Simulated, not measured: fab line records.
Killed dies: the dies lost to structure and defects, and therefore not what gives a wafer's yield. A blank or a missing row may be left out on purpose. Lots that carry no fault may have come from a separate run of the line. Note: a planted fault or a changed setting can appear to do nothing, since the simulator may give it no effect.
Matching of chambers || flow n5-finfet || N5_MOL_CONTACT_COAG_ALD_133 on ald-sin-04: 4 sister chambers
The step deposits SiO2, target thk 5 nm, pulse time 1 s, co reactant pulse time 1 s. 4 wafers are shown with their chamber, then 7 later ones without.

## WAFERS WITH THEIR CHAMBER
{"wafer": "L079.2", "chamber": 0, "heater-power-w (W)": 81}
{"wafer": "L080.5", "chamber": 2, "heater-power-w (W)": 84}
{"wafer": "L084.2", "chamber": 3, "heater-power-w (W)": 85}
{"wafer": "L084.3", "chamber": 1, "heater-power-w (W)": 80}

## WAFERS WITH NO CHAMBER GIVEN
{"wafer": "L084.4", "heater-power-w (W)": 81}
{"wafer": "L091.1", "heater-power-w (W)": 80}
{"wafer": "L091.5", "heater-power-w (W)": 80}
{"wafer": "L091.6", "heater-power-w (W)": 91}
{"wafer": "L092.3", "heater-power-w (W)": 80}
{"wafer": "L092.4", "heater-power-w (W)": 83}
{"wafer": "L092.5", "heater-power-w (W)": 91}

## THE CHAMBER EACH PASSED THROUGH
{"wafer": "L084.4", "from the rows above": "can't be placed: 0 or 1 or 2 or 3", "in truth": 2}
{"wafer": "L091.1", "from the rows above": "can't be placed: 1 or 0 or 2 or 3", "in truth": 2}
{"wafer": "L091.5", "from the rows above": "can't be placed: 1 or 0 or 2 or 3", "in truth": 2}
{"wafer": "L091.6", "from the rows above": "can't be placed: 3 or 2 or 0 or 1", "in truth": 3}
{"wafer": "L092.3", "from the rows above": "can't be placed: 1 or 0 or 2 or 3", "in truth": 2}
{"wafer": "L092.4", "from the rows above": "can't be placed: 2 or 0 or 3 or 1", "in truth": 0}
{"wafer": "L092.5", "from the rows above": "can't be placed: 3 or 2 or 0 or 1", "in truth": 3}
Correctly placed: 0 of 7. Cannot be placed on the basis of these rows: 7; the candidates contain the true chamber in 7. Placed wrongly: 0.
How it was worked out, from the rows above alone: a wafer's distance from a chamber is the root of the sum, over the readings, of the square of ((its reading less the chamber's mean) divided by the reading's scatter). The wafer belongs to the nearest chamber; if the next one is less than 2 further off, it can't be placed. Each chamber's mean is taken over the wafers shown for it. The scatter: root of mean squared gap, hidden wafer to nearest shown wafer, with one shown wafer a chamber.
